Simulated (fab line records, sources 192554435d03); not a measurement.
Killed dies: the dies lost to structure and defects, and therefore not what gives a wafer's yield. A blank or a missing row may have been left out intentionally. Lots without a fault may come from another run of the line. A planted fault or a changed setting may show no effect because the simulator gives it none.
Split-lot trial	flow n5Finfet	route with 1938 steps; 7 lots, 21 wafers read

THE SPLIT ITSELF
At N5_BEOL_M9_DESCUM_16 (chemistry O2, time 7.9 s), the setting timeS was moved away from the recipe's 7.9 s on 11 of the 21 wafers read, by -22.3% to +19.1%. The other wafers ran this setting at the recipe's value.

The reading is taken at the split's own step.

THE READING
CAR-ArF_of_BEOL_M9_COAT_05.thkNm (the simulator's own value, which no gauge read), in nm, at N5_BEOL_M9_DESCUM_16 (chemistry O2, time 7.9 s). The file gives no usual value for it. Across the 10 wafers here that went through the recipe, the average is 83.6 nm and the standard deviation 0.17 nm.

wafer	tool, chamber at the split	timeS as run, s	against the recipe	CAR-ArF_of_BEOL_M9_COAT_05.thkNm, nm	against lot-mates on the recipe
L079.4	rieDiel-04, 2	6.843	-13.4%	84.2	+0.6
L079.5	rieDiel-04, 3	6.843	-13.4%	84.4	+0.8
L079.6	rieDiel-04, 0	7.9	recipe	83.6	-
L089.1	rieDiel-04, 1	9.409	+19.1%	82.6	-0.8
L089.2	rieDiel-04, 2	9.409	+19.1%	82.4	-1.0
L089.3	rieDiel-04, 3	7.9	recipe	83.4	-
L090.1	rieDiel-04, 2	6.856	-13.2%	84.2	+0.6
L090.2	rieDiel-04, 1	7.9	recipe	83.6	-
L090.3	rieDiel-04, 3	6.856	-13.2%	84.4	+0.8
L092.1	rieDiel-04, 0	9.064	+14.7%	83	-0.8
L092.2	rieDiel-04, 3,2	7.9	recipe	83.8	-
L092.4	rieDiel-04, 3,2	7.9	recipe	83.8	-
L091.2	rieDiel-04, 3	7.9	recipe	83.4	-
L091.4	rieDiel-04, 0	7.9	recipe	83.8	-
L091.6	rieDiel-04, 1	7.9	recipe	83.6	-
L093.3	rieDiel-04, 1	9.255	+17.2%	82.8	-1.0
L093.5	rieDiel-04, 3	7.9	recipe	83.8	-
L093.6	rieDiel-04, 0	9.255	+17.2%	83	-0.8
L095.2	rieDiel-04, 1	6.137	-22.3%	84.4	+1.0
L095.3	rieDiel-04, 3	6.137	-22.3%	84.6	+1.2
L095.4	rieDiel-04, 0	7.9	recipe	83.4	-
The file does not say which wafer passed through which chamber wherever a row lists several chambers: such a row stands for several wafers.

FIT RESULTS
A straight line over all 21 wafers: CAR-ArF_of_BEOL_M9_COAT_05.thkNm changes by -0.047 nm for each +1% of timeS; r = -0.96; the points scatter about the line by 0.17 nm.
The same after taking each lot's own level away (the mean of its wafers on the recipe; 21 wafers): -0.0504 nm for each +1%; r = -0.99; scatter 0.1 nm.
According to that fit, moving timeS by its largest amount changes the reading by 1.1 nm.
The lots' own levels span 83.40 to 83.80 nm, that is 2.4 times the standard deviation above.
Hence the lot-to-lot level has little effect on the slope; both slopes agree.
Check: with one of the wafers moved furthest among these (-22.3%) left out of the fit, the line predicts +1.16 nm for it against its lot-mates. Against them it came out at +1 nm.

FURTHER SPLITS ON THESE WAFERS
Note: prior to the reading, these wafers also went through further splits. Each is held against what the fit with the lots' levels taken away leaves over:
other split on the same wafers	wafers away from the commonest value	r with CAR-ArF_of_BEOL_M9_COAT_05.thkNm (lot level and that fit taken away)
N5_BEOL_M8_DESCUM_33 timeS	6	+0.30

THE FILE'S OWN FIT
CAR-ArF_of_BEOL_M9_COAT_05.thkNm changes by -0.0507 nm for each +1% of timeS, r = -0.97.
